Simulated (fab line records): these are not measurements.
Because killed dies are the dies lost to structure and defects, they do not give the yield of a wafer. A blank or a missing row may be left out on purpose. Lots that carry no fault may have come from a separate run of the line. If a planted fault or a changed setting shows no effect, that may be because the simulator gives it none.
A lot that was struck, set against a sound lot	flow n5_finfet	37 out of 1938 route steps
Sound: the wafers L514.1, L514.4, L514.5. The struck wafers were L526.1, L526.2, L526.3. The cause is given at the end.
Each step with rows lists, per side, the tool, then ch with its chambers, then its first start. Under that, the readings that differ: sound wafers	struck wafers	difference of the means	sigmas: that difference in standard deviations of wafers without a fault.
alike: same words and numbers on both sides, and readings whose means sit less than 2 such deviations apart. not compared: any withheld reading, any reading some wafer has no value for, any bound like >300 that may hide the same value, and any number with overlapping values for which the record gives no deviation.
Wherever a step has rows on one side only, a row that says differs or no value, or a row with sigmas, the two part there. When numbers do not overlap yet have no deviation, they are printed without sigmas and do not part them. A reading that every wafer of one side lacks parts them only if that side has two wafers or more.

first, 9 steps without rows for these wafers: N5_BEOL_M4_ANNEAL_95 (time 240 s); N5_BEOL_M4_SPUTTER_96 (material Cu, target thk 4.5 nm, time 8.29 s); N5_BEOL_M4_ECD_50 (material Cu, target thk 300 nm); N5_BEOL_M4_ANNEAL_51 (time 90 s); N5_BEOL_M4_CMP_52 (polishes, stops on SiOC, t overpolish 6.8 s, target thk 40 nm); N5_BEOL_M4_PRE_CLEAN_60 (time 15 s); N5_BEOL_M4_CO_CAP_55 (material Co, precursor CCTBA/H2, target thk 2 nm, time 102.1 s); N5_BEOL_M4_PRE_CLEAN_56 (time 15 s); N5_BEOL_M4_DEP_57 (deposits SiCN from 3MS/NH3, target thk 8 nm, time 14 s).
N5_BEOL_M4_RC_MEAS_101:
  sound on prober-01 ch 0, day 8 03:41; struck on prober-01 ch 0, day 11 02:16
  alike: DIBL_N, DIBL_P, IOFF_N, IOFF_P, ION_N, ION_P, SS_N, SS_P, VT_N, VT_P
then, 24 steps without rows for these wafers: N5_BEOL_M5_ILD_DEP_00 (deposits SiCOH lowk from DEMS/porogen, target thk 140.64 nm, time 25.9 s); N5_BEOL_M5_CURE_79 (cures SiCOH lowk, time 240 s); N5_BEOL_M5_PECVD_70 (deposits SiO2 from TEOS/O2, target thk 16 nm, time 18 s); N5_BEOL_M5_HM_DEP_02 (deposits TiN, target thk 20 nm); N5_BEOL_M5_COAT_59 (time 60 s, resist thk 60 nm); N5_BEOL_M5_COAT_60 (time 60 s, resist thk 12 nm); N5_BEOL_M5_COAT_71 (time 60 s, resist thk 5 nm); N5_BEOL_M5_COAT_05 (resist thk 30 nm); N5_BEOL_M5_EBR_07; N5_BEOL_M5_SOFTBAKE_06 (time 60 s); N5_BEOL_M5_EXPOSE_08 (exposes mask M5, target cd 28 nm); N5_BEOL_M5_PEB_09 (peb time 60 s); N5_BEOL_M5_DEVELOP_10 (develop time 30 s); N5_BEOL_M5_DESCUM_16 (chemistry O2, time 7 s); N5_BEOL_M5_ETCH_72 (etches underlayer in N2/H2, target depth 6.5 nm, time 5.2 s); N5_BEOL_M5_ETCH_61 (etches SiARC in CF4, target depth 15.6 nm, time 26 s); N5_BEOL_M5_ETCH_62 (etches SOC in N2/H2, target depth 75 nm, overetch 15 nm, time 112.5 s); N5_BEOL_M5_STRIP_63 (strips in N2/H2); N5_BEOL_M5_STRIP_73 (strips in N2/H2); N5_BEOL_M5_STRIP_64 (strips in CF4); N5_BEOL_M5_HM_OPEN_17 (chemistry Cl2/BCl3, target TiN, target depth 20 nm, overetch 6 nm); N5_BEOL_M5_STRIP_19 (strips in O2); N5_BEOL_M5_COAT_65 (time 60 s, resist thk 60 nm); N5_BEOL_M5_COAT_66 (time 60 s, resist thk 12 nm).
N5_BEOL_M7_SPUTTER_48: material Cu, target thk 10 nm, time 1.667 s.
  sound: pvd_sputter-03 at day 9 07:24; struck: pvd_sputter-02 at day 12 05:05
  no value came back on the struck wafers for bias_v (V), cathode_dc_power_W (W), substrate_temp_c (C), throttle_valve_pct (%); on the sound wafers bias_v (V) reads 59.0 59.1 60.3
N5_BEOL_M7_CMP_52: polishes, stops on SiCOH lowk, t overpolish 6.9 s, target thk 80 nm.
  sound on cmp-04 ch 1,2,3, day 9 08:01; struck on cmp-01 ch 0,1,2, day 12 06:38
reading	sound	struck	difference	sigmas
time_to_endpoint_s (s)	62.6 60.5 60.4	4.9 3.1 2.9	-57.5	-21
  alike: motor_current_A, platen_rpm
-- record jumps: 3 days separate the struck wafers' starts on either side; left off in module BEOL_M7, taken up again in module PASSIVATION, whose first shown step is the route's number 1936 --
N5_PASSIVATION_PROBE_49:
  the record has rows for the struck wafers here (prober-02, day 15 05:27) and none for the sound ones

## WHERE THEY PART
Last at N5_PASSIVATION_PROBE_49 as far as this record goes, first at N5_BEOL_M7_SPUTTER_48.

WHY: what the simulator had put in
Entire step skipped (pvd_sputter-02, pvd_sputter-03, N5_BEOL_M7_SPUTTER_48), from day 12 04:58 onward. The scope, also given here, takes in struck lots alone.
